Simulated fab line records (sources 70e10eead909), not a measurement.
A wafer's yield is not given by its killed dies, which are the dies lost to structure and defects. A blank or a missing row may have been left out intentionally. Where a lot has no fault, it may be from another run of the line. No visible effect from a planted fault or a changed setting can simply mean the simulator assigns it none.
Matching of chambers ; flow nandHarc ; NHARC_P_BONDPAD_CMP_32 on cmp-01 has 4 sister chambers
The step polishes SiCN, target thk 200 nm. 8 wafers are shown with their chamber, then 7 later ones without.

EACH WAFER AND ITS CHAMBER
wafer;chamber;motorCurrentA (A);retainingRingPressureFrac
L078.2;0;11.4;1.000
L080.1;3;10.9;0.999
L081.1;1;12.8;1.000
L081.2;0;11.6;1.008
L084.1;2;11.4;1.000
L084.4;1;12.7;1.002
L087.2;3;10.9;0.998
L087.3;2;11.1;1.005

WAFERS WITH NO CHAMBER GIVEN
wafer;motorCurrentA (A);retainingRingPressureFrac
L087.4;11.8;1.001
L088.3;12.8;1.004
L088.4;10.6;0.994
L090.4;11.6;1.004
L094.2;11.0;1.002
L093.1;11.1;1.001
L096.1;12.5;1.001

THE CHAMBER EACH PASSED THROUGH
wafer;from the rows above;in truth
L087.4;can't be placed: 0 or 2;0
L088.3;1;1
L088.4;3;3
L090.4;can't be placed: 0 or 2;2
L094.2;can't be placed: 3 or 2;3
L093.1;can't be placed: 2 or 3 or 0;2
L096.1;1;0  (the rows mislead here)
Correctly placed: 2 of 7. Can't be placed from these rows: 4 (the true chamber is among the candidates in 4). Number placed wrongly: 1.
How it was worked out, from the rows above alone: a wafer's distance from a chamber is the root of the sum, over the readings, of the square of ((its reading less the chamber's mean) divided by the reading's scatter). The wafer belongs to the nearest chamber; if the next one is less than 2 further off, it can't be placed. For every chamber, the mean is computed from those of its wafers that are shown. The scatter is the square root of a quotient: the sum, over the shown wafers, of each reading's squared deviation from its chamber's mean, divided by wafers minus chambers.
